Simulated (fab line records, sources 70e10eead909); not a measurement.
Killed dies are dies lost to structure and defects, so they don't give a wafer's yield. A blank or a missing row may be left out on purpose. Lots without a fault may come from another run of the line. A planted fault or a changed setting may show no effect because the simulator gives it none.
Chamber matching | flow nand_harc | NHARC_A_STAIRCASE_TRIM_20 on rie_diel-05: 4 sister chambers
The step chemistry O2, time 211.2 s. 18 wafers are shown with their chamber, then 9 later ones without.

WAFERS WITH THEIR CHAMBER
wafer  | chamber | showerhead_plenum_p_Torr (Torr) | throttle_valve_pct (%) | oes_product_au (a.u.)
L076.2 | 2       | 3.65                            | 17.034                 | 1.006
L076.3 | 0       | 3.67                            | 17.037                 | 0.997
L076.6 | 3       | 3.48                            | 17.040                 | 0.991
L077.2 | 2       | 3.64                            | 17.040                 | 1.000
L077.3 | 0       | 3.66                            | 17.038                 | 1.000
L077.6 | 0       | 3.66                            | 17.048                 | 1.009
L081.2 | 0       | 3.65                            | 17.050                 | 0.996
L081.3 | 1       | 3.71                            | 17.032                 | 1.011
L081.6 | 2       | 3.64                            | 17.045                 | 1.017
L087.2 | 2       | 3.63                            | 17.039                 | 1.006
L087.5 | 3       | 3.46                            | 17.035                 | 1.006
L087.6 | 0       | 3.64                            | 17.047                 | 1.007
L091.2 | 0       | 3.64                            | 17.048                 | 1.015
L091.4 | 2       | 3.62                            | 17.039                 | 1.021
L091.5 | 0       | 3.64                            | 17.057                 | 1.005
L090.1 | 0       | 3.64                            | 17.042                 | 1.001
L090.2 | 2       | 3.62                            | 17.035                 | 1.015
L090.3 | 3       | 3.46                            | 17.051                 | 0.999

SIGNATURES (means of the wafers above)
reading                  | chamber 0 | chamber 1 | chamber 2 | chamber 3 | scatter within a chamber
showerhead_plenum_p_Torr | 3.6500    | 3.7100    | 3.6333    | 3.4667    | 0.012
throttle_valve_pct       | 17.04587  | 17.03200  | 17.03867  | 17.04200  | 0.00608
oes_product_au           | 1.00375   | 1.01100   | 1.01083   | 0.99867   | 0.00722
Rule: a wafer's distance from a chamber is the root of the sum, over the readings, of the square of ((its reading less the chamber's mean) divided by the reading's scatter). The wafer belongs to the nearest chamber; if the next one is less than 2 further off, it can't be placed. The scatter: the root of (the sum of the squares of (reading less its chamber's mean) over the shown wafers, divided by (wafers less chambers)).

WAFERS WITHOUT THEIR CHAMBER
wafer  | showerhead_plenum_p_Torr (Torr) | throttle_valve_pct (%) | oes_product_au (a.u.)
L094.1 | 3.63                            | 17.052                 | 1.009
L094.2 | 3.69                            | 17.039                 | 1.006
L094.4 | 3.45                            | 17.019                 | 1.000
L096.2 | 3.44                            | 17.030                 | 0.994
L096.4 | 3.68                            | 17.034                 | 1.008
L096.6 | 3.68                            | 17.042                 | 0.999
L095.2 | 3.61                            | 17.057                 | 1.010
L095.4 | 3.44                            | 17.035                 | 0.999
L095.5 | 3.61                            | 17.051                 | 1.010

WHICH CHAMBER EACH WENT THROUGH
wafer  | from the rows above          | in truth
L094.1 | can't be placed: 0 or 2      | 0
L094.2 | can't be placed: 1 or 0      | 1
L094.4 | 3                            | 3
L096.2 | 3                            | 3
L096.4 | can't be placed: 1 or 0 or 2 | 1
L096.6 | can't be placed: 0 or 1 or 2 | 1
L095.2 | can't be placed: 2 or 0      | 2
L095.4 | 3                            | 3
L095.5 | can't be placed: 2 or 0      | 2
Placed correctly: 3 of 9. Can't be placed from these rows: 6 (the true chamber is among the candidates in 6). Placed wrongly: 0.
